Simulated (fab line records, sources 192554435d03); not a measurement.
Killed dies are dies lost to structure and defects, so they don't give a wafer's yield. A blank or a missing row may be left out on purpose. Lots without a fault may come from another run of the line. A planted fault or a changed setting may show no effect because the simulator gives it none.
Chamber matching | flow n5_finfet | N5_FIN_CUT_STRIP_24 on rie_diel-05: 4 sister chambers
The step strips in CF4. 20 wafers are shown with their chamber, then 10 later ones without.

WAFERS WITH THEIR CHAMBER
wafer  | chamber | drypump_motor_current_A (A) | throttle_valve_pct (%) | oes_product_au (a.u.)
L076.2 | 3       | 6.7                         | 13.50                  | 0.80
L076.4 | 2       | 6.2                         | 13.65                  | 0.74
L076.6 | 3       | 6.8                         | 13.51                  | 0.80
L077.1 | 3       | 6.7                         | 13.52                  | 0.79
L077.3 | 1       | 6.0                         | 13.84                  | 0.69
L077.5 | 3       | 6.8                         | 13.51                  | 0.80
L080.1 | 2       | 6.2                         | 13.64                  | 0.74
L080.3 | 1       | 6.0                         | 13.84                  | 0.69
L080.6 | 3       | 6.8                         | 13.53                  | 0.79
L085.2 | 2       | 6.2                         | 13.67                  | 0.74
L085.4 | 2       | 6.2                         | 13.67                  | 0.73
L085.6 | 0       | 4.7                         | 13.26                  | 0.92
L086.1 | 3       | 6.8                         | 13.55                  | 0.78
L086.2 | 0       | 4.7                         | 13.25                  | 0.91
L086.4 | 2       | 6.2                         | 13.67                  | 0.73
L087.2 | 1       | 6.0                         | 13.88                  | 0.68
L087.5 | 2       | 6.2                         | 13.67                  | 0.73
L087.6 | 1       | 6.0                         | 13.86                  | 0.69
L089.2 | 1       | 6.0                         | 13.89                  | 0.68
L089.3 | 2       | 6.2                         | 13.67                  | 0.73

SIGNATURES (means of the wafers above)
reading                 | chamber 0 | chamber 1 | chamber 2 | chamber 3 | scatter within a chamber
drypump_motor_current_A | 4.700     | 6.000     | 6.200     | 6.767     | 0.0289
throttle_valve_pct      | 13.2550   | 13.8620   | 13.6629   | 13.5200   | 0.0171
oes_product_au          | 0.9150    | 0.6860    | 0.7343    | 0.7933    | 0.00649
Rule: a wafer's distance from a chamber is the root of the sum, over the readings, of the square of ((its reading less the chamber's mean) divided by the reading's scatter). The wafer belongs to the nearest chamber; if the next one is less than 2 further off, it can't be placed. The scatter: the root of (the sum of the squares of (reading less its chamber's mean) over the shown wafers, divided by (wafers less chambers)).

WAFERS WITHOUT THEIR CHAMBER
wafer  | drypump_motor_current_A (A) | throttle_valve_pct (%) | oes_product_au (a.u.)
L089.6 | 4.7                         | 13.26                  | 0.90
L093.1 | 6.0                         | 13.91                  | 0.68
L093.4 | 6.8                         | 13.59                  | 0.77
L093.5 | 6.2                         | 13.69                  | 0.72
L094.2 | 6.0                         | 13.91                  | 0.68
L094.3 | 6.8                         | 13.60                  | 0.76
L094.4 | 4.7                         | 13.30                  | 0.88
L096.2 | 6.2                         | 13.70                  | 0.71
L096.3 | 6.0                         | 13.91                  | 0.68
L096.6 | 6.2                         | 13.70                  | 0.72

WHICH CHAMBER EACH WENT THROUGH
wafer  | from the rows above | in truth
L089.6 | 0                   | 0
L093.1 | 1                   | 1
L093.4 | 3                   | 3
L093.5 | 2                   | 2
L094.2 | 1                   | 1
L094.3 | 3                   | 3
L094.4 | 0                   | 0
L096.2 | 2                   | 2
L096.3 | 1                   | 1
L096.6 | 2                   | 2
Placed correctly: 10 of 10. Can't be placed from these rows: 0. Placed wrongly: 0.
